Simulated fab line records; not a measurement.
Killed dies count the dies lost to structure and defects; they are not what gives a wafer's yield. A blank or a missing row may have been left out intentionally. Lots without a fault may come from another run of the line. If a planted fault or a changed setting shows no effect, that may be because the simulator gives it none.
Which tool did it? / flow nand-harc / at 1 step of a route of 1302, 14 lots with 42 wafers sampled

## WHAT THE GAUGES READ, wafer by wafer
NHARC_A_M0_INSPECT_11.
lot=L775; measured=day 22 12:21; on=defect-inspect-01; raw-defect-count=138 125 141
lot=L777; measured=day 22 23:17; on=defect-inspect-02; raw-defect-count=102 83 98
lot=L776; measured=day 23 01:32; on=defect-inspect-01; raw-defect-count=78 70 74
lot=L786; measured=day 26 08:14; on=defect-inspect-01; raw-defect-count=70 62 53
lot=L783; measured=day 26 10:13; on=defect-inspect-02; raw-defect-count=110 133 136
lot=L787; measured=day 26 14:41; on=defect-inspect-01; raw-defect-count=95 102 115
lot=L790; measured=day 28 21:05; on=defect-inspect-02; raw-defect-count=63 90 64
lot=L788; measured=day 29 00:01; on=defect-inspect-01; raw-defect-count=31 27 23
lot=L789; measured=day 29 09:23; on=defect-inspect-01; raw-defect-count=24 29 28
lot=L792; measured=day 29 22:30; on=defect-inspect-01; raw-defect-count=95 90 103
lot=L793; measured=day 30 15:37; on=defect-inspect-01; raw-defect-count=54 80 58
lot=L795; measured=day 30 21:38; on=defect-inspect-01; raw-defect-count=81 75 74
lot=L798; measured=day 32 04:00; on=defect-inspect-02; raw-defect-count=47 59 52
lot=L797; measured=day 33 15:18; on=defect-inspect-01; raw-defect-count=76 70 78

## WHAT TOOL EACH LOT RAN ON (gives the tool, then ch and the chambers of the sampled wafers, and finally the start)
Record: no process step prior to these readings.

## WHAT THE TOOLS THEMSELVES READ (means of the sampled wafers that have a number; where no wafer has one, the mark that the record gives instead)
The record holds no such reading with a usual standard deviation.

## THE ANSWER, worked out from the rows above alone
Rule: the usual values come from the lots themselves. Put in order of their means at a reading, lots are off if they are a third of the lots or fewer, leave a main group of 4 or more, and stand apart from it by a gap of 3 or more times the standard deviation of the main group's means; of several such gaps the widest counts. A main group whose means are all the same, to the digits that the tables above print for the reading, isn't used. A lot without any number at a reading at which 4 lots or more have one is off too. Any other lot the step has rows for is counted as sound. The gauges are gone through in route order, then the tools' own readings, and for those a lot's mean is taken as printed above. At the first step where some lot is off, the reading lying furthest off is the one used; lots without a number count as furthest.
None of the lots is off at any reading shown; this tells nothing.

## WHAT THE SIMULATOR HAD INSERTED
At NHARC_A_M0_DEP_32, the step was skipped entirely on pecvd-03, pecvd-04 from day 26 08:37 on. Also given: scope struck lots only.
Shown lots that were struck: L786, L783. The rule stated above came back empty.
